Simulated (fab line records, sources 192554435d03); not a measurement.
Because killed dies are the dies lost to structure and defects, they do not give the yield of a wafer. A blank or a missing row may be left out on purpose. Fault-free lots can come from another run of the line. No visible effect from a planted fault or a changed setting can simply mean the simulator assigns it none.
What tool caused it? | flow n5 finfet | 11 lots with 33 wafers sampled at 4 steps, on a route of 1938 steps

## WHAT THE GAUGES READ, wafer by wafer
N5_BEOL_M6_CD_MEAS_35: target cd 40 nm, target cd y 28 nm. Usual: cd nm 40.2 nm, standard deviation 0.53.
lot  | measured     | on        | cd nm (nm)     | flag
L525 | day 8 15:25  | cd sem-02 | 39.6 40.0 39.2 |
L530 | day 9 13:51  | cd sem-01 | 40.5 39.5 40.0 |
L531 | day 10 05:53 | cd sem-02 | 40.4 40.2 39.8 |
L533 | day 10 10:10 | cd sem-01 | 40.7 39.7 40.2 |
L537 | day 11 19:12 | cd sem-03 | 40.6 40.2 40.9 |
L538 | day 12 01:10 | cd sem-01 | 39.7 40.1 41.0 |
L539 | day 12 00:46 | cd sem-02 | 40.2 39.8 40.2 |
L540 | day 12 09:44 | cd sem-01 | 40.6 40.4 39.3 |
L541 | day 13 00:59 | cd sem-02 | 40.1 41.0 41.4 |
L546 | day 14 06:20 | cd sem-01 | 40.1 40.1 40.1 |
L548 | day 14 21:02 | cd sem-01 | 39.9 39.7 39.1 |

## WHICH TOOL RAN EACH LOT (tool, then ch and the chambers of the sampled wafers, then the start)
lot  | N5_BEOL_M6_STRIP_67                | N5_BEOL_M6_ETCH_72                 | N5_BEOL_M6_STRIP_36
L525 | rie diel-06 ch 0,1,3, day 8 13:40  | rie diel-06 ch 1,3, day 8 14:52    | rie diel-06 ch 1,3, day 8 15:04
L530 | rie diel-01 ch 0,2,3, day 9 11:46  | rie diel-03 ch 0,1,2, day 9 13:18  | rie diel-03 ch 0,1,2, day 9 13:30
L531 | rie diel-06 ch 1,2,3, day 10 04:34 | rie diel-06 ch 0,1,3, day 10 05:20 | rie diel-06 ch 0,1,3, day 10 05:32
L533 | rie diel-03 ch 0,2,3, day 10 07:53 | rie diel-03 ch 0,3, day 10 09:37   | rie diel-03 ch 0,3, day 10 09:49
L537 | rie diel-06 ch 0,1, day 11 17:15   | rie diel-03 ch 0,3, day 11 18:39   | rie diel-03 ch 0,3, day 11 18:50
L538 | rie diel-03 ch 0,1,2, day 11 21:34 | rie diel-01 ch 0,2,3, day 12 00:37 | rie diel-01 ch 0,2,3, day 12 00:49
L539 | rie diel-01 ch 0,1, day 11 21:47   | rie diel-01 ch 1,3, day 12 00:13   | rie diel-01 ch 1,3, day 12 00:25
L540 | rie diel-01 ch 1,2,3, day 12 06:31 | rie diel-01 ch 0,1,3, day 12 09:11 | rie diel-01 ch 0,1,3, day 12 09:23
L541 | rie diel-06 ch 0,2,3, day 12 21:53 | rie diel-06 ch 1,2,3, day 13 00:26 | rie diel-06 ch 1,2,3, day 13 00:38
L546 | rie diel-01 ch 0,1,2, day 14 02:50 | rie diel-06 ch 0,1,2, day 14 05:47 | rie diel-06 ch 0,1,2, day 14 05:59
L548 | rie diel-01 ch 1,2, day 14 19:10   | rie diel-06 ch 1,2,3, day 14 20:29 | rie diel-06 ch 1,2,3, day 14 20:41
- N5_BEOL_M6_STRIP_67: strips in CF4.
- N5_BEOL_M6_ETCH_72: etches underlayer in N2/H2, target depth 6.5 nm, time 5.2 s.
- N5_BEOL_M6_STRIP_36: strips in N2/H2.

## AS READ BY THE TOOLS THEMSELVES (means over the sampled wafers that have a number; for cases with no such wafer, the mark the record gives instead)
N5_BEOL_M6_STRIP_67. Usual: drypump motor current A 5.8 A, standard deviation 0.45; oes product au 0.83 a.u., standard deviation 0.071; rf vpp V 271.7 V, standard deviation 1.4; showerhead plenum p Torr 1.81 Torr, standard deviation 0.043; throttle valve pct 13.51 %, standard deviation 0.26.
lot  | tool        | drypump motor current A (A) | oes product au (a.u.) | rf vpp V (V) | showerhead plenum p Torr (Torr) | throttle valve pct (%) | flag
L525 | rie diel-06 | 5.6                         | 0.81                  | 272.3        | 1.85                            | 13.60                  |
L530 | rie diel-01 | 5.8                         | 0.78                  | 270.6        | 1.79                            | 13.67                  |
L531 | rie diel-06 | 5.8                         | 0.86                  | 272.8        | 1.83                            | 13.55                  |
L533 | rie diel-03 | 5.6                         | 0.89                  | 271.7        | 1.80                            | 13.42                  |
L537 | rie diel-06 | 5.7                         | 0.82                  | 273.3        | 1.87                            | 13.40                  |
L538 | rie diel-03 | 5.7                         | 0.85                  | 271.8        | 1.79                            | 13.54                  |
L539 | rie diel-01 | 6.5                         | 0.85                  | 271.0        | 1.80                            | 13.30                  |
L540 | rie diel-01 | 5.7                         | 0.90                  | 270.9        | 1.77                            | 13.30                  |
L541 | rie diel-06 | 5.4                         | 0.80                  | 271.6        | 1.82                            | 13.71                  |
L546 | rie diel-01 | 6.1                         | 0.85                  | 270.7        | 1.79                            | 13.37                  |
L548 | rie diel-01 | 6.0                         | 0.82                  | 270.4        | 1.78                            | 13.34                  |

N5_BEOL_M6_ETCH_72. Usual: drypump motor current A 5.8 A, standard deviation 0.46; etch rf on time s 5.12 s, standard deviation 0.12; oes product au 0.73 a.u., standard deviation 0.067; rf vpp V 524.2 V, standard deviation 2.4; showerhead plenum p Torr 2.56 Torr, standard deviation 0.068; throttle valve pct 17.83 %, standard deviation 0.26.
lot  | tool        | drypump motor current A (A) | etch rf on time s (s) | oes product au (a.u.) | rf vpp V (V) | showerhead plenum p Torr (Torr) | throttle valve pct (%) | flag
L525 | rie diel-06 | 5.8                         | 4.99                  | 0.70                  | 525.3        | 2.60                            | 18.10                  |
L530 | rie diel-03 | 5.7                         | 5.21                  | 0.74                  | 524.3        | 2.56                            | 17.87                  |
L531 | rie diel-06 | 5.6                         | 5.11                  | 0.69                  | 526.8        | 2.63                            | 18.01                  |
L533 | rie diel-03 | 5.8                         | 5.01                  | 0.79                  | 522.8        | 2.52                            | 17.69                  |
L537 | rie diel-03 | 5.8                         | 5.13                  | 0.76                  | 522.5        | 2.55                            | 17.81                  |
L538 | rie diel-01 | 5.8                         | 5.06                  | 0.80                  | 523.2        | 2.54                            | 17.70                  |
L539 | rie diel-01 | 5.8                         | 5.08                  | 0.81                  | 523.7        | 2.52                            | 17.65                  |
L540 | rie diel-01 | 6.2                         | 5.09                  | 0.76                  | 523.6        | 2.55                            | 17.63                  |
L541 | rie diel-06 | 5.8                         | 5.05                  | 0.71                  | 524.9        | 2.60                            | 17.97                  |
L546 | rie diel-06 | 5.6                         | 5.22                  | 0.70                  | 526.9        | 2.64                            | 17.86                  |
L548 | rie diel-06 | 5.8                         | 5.11                  | 0.69                  | 524.8        | 2.59                            | 18.00                  |

N5_BEOL_M6_STRIP_36. Usual: drypump motor current A 5.8 A, standard deviation 0.45; h2 flow sccm 200.1 sccm, standard deviation 0.63; oes product au 0.85 a.u., standard deviation 0.078; rf vpp V 59.2 V, standard deviation 1.5; showerhead plenum p Torr 2.56 Torr, standard deviation 0.068; throttle valve pct 23.7 %, standard deviation 0.31.
lot  | tool        | drypump motor current A (A) | h2 flow sccm (sccm) | oes product au (a.u.) | rf vpp V (V) | showerhead plenum p Torr (Torr) | throttle valve pct (%) | flag
L525 | rie diel-06 | 5.8                         | 200.2               | 0.79                  | 59.1         | 2.59                            | 23.9                   |
L530 | rie diel-03 | 5.7                         | 199.6               | 0.88                  | 59.4         | 2.55                            | 23.7                   |
L531 | rie diel-06 | 5.6                         | 199.8               | 0.79                  | 59.1         | 2.62                            | 23.9                   |
L533 | rie diel-03 | 5.8                         | 219.9               | 0.91                  | 59.0         | 2.57                            | 25.0                   | OFF
L537 | rie diel-03 | 5.8                         | 219.9               | 0.88                  | 58.3         | 2.61                            | 25.1                   | OFF
L538 | rie diel-01 | 5.8                         | 200.1               | 0.94                  | 59.1         | 2.53                            | 23.5                   |
L539 | rie diel-01 | 5.8                         | 200.4               | 0.94                  | 58.5         | 2.52                            | 23.5                   |
L540 | rie diel-01 | 6.2                         | 199.9               | 0.89                  | 59.8         | 2.55                            | 23.4                   |
L541 | rie diel-06 | 5.7                         | 200.3               | 0.82                  | 59.7         | 2.60                            | 23.8                   |
L546 | rie diel-06 | 5.6                         | 199.9               | 0.81                  | 60.1         | 2.64                            | 23.7                   |
L548 | rie diel-06 | 5.8                         | 200.3               | 0.80                  | 59.5         | 2.59                            | 23.8                   |

## THE ANSWER, worked out from the rows above alone
Rule: lot off if the mean of its wafers having a number is beyond 3 standard deviations from the usual mean. Also off: a lot with no number at a reading for which 4 or more lots have one. Any other lot the step has rows for is counted as sound. Order of review: gauges by route order, followed by the tools' own readings, for which a lot's mean as printed above is used. At the first step where some lot is off, the reading lying furthest off is the one used; lots without a number count as furthest.
Off: L533, L537, at N5_BEOL_M6_STRIP_36 (h2 flow sccm).
If a tool, at that step or one of the process steps before it, ran each lot that is off and ran no sound lot following the first of them, it fits. One fits: N5_BEOL_M6_ETCH_72 and N5_BEOL_M6_STRIP_36 on rie diel-03. At N5_BEOL_M6_ETCH_72 its last sound lot is L530 (day 9 13:18), its first lot that is off L533 (day 10 09:37): a fault that began between those two fits.

## WHAT THE SIMULATOR PUT IN
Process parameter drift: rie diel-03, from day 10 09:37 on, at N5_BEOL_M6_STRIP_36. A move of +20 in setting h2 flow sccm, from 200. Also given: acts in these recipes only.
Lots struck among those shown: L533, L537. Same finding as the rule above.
